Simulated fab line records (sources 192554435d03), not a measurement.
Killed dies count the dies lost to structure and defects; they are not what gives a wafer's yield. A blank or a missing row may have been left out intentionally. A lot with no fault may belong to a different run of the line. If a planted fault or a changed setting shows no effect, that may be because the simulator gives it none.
Matching of chambers -- flow n5-finfet -- N5_BEOL_M14_STRIP_37 on rie-diel-02 has 4 sister chambers
The step strips in O2. 8 wafers are shown with their chamber, then 7 later ones without.

## WAFERS WITH THEIR CHAMBER
wafer,chamber,showerhead-plenum-p-Torr (Torr),throttle-valve-pct (%)
L077.5,3,2.10,16.65
L082.1,1,2.08,16.59
L082.3,2,2.07,17.12
L082.5,2,2.07,17.10
L083.5,1,2.08,16.64
L083.6,0,2.01,16.78
L088.2,3,2.09,16.70
L088.4,0,2.01,16.80

## WAFERS WHOSE CHAMBER IS MISSING
wafer,showerhead-plenum-p-Torr (Torr),throttle-valve-pct (%)
L088.6,2.06,17.16
L093.1,2.08,16.65
L093.3,2.09,16.70
L093.4,2.01,16.84
L094.1,2.09,16.71
L094.5,2.08,16.67
L094.6,2.06,17.19

## CHAMBER TAKEN BY EACH
wafer,from the rows above,in truth
L088.6,2,2
L093.1,1,1
L093.3,3,3
L093.4,0,0
L094.1,3,3
L094.5,1,1
L094.6,2,2
7 of 7 placed correctly. Can't be placed from these rows: 0. Number placed wrongly: 0.
How it was worked out, from the rows above alone: a wafer's distance from a chamber is the root of the sum, over the readings, of the square of ((its reading less the chamber's mean) divided by the reading's scatter). The wafer belongs to the nearest chamber; if the next one is less than 2 further off, it can't be placed. The mean given for a chamber averages the wafers shown for that chamber. The scatter: take each reading less its chamber's mean, square it, sum over the shown wafers, divide by the number of wafers less the number of chambers, and take the root.
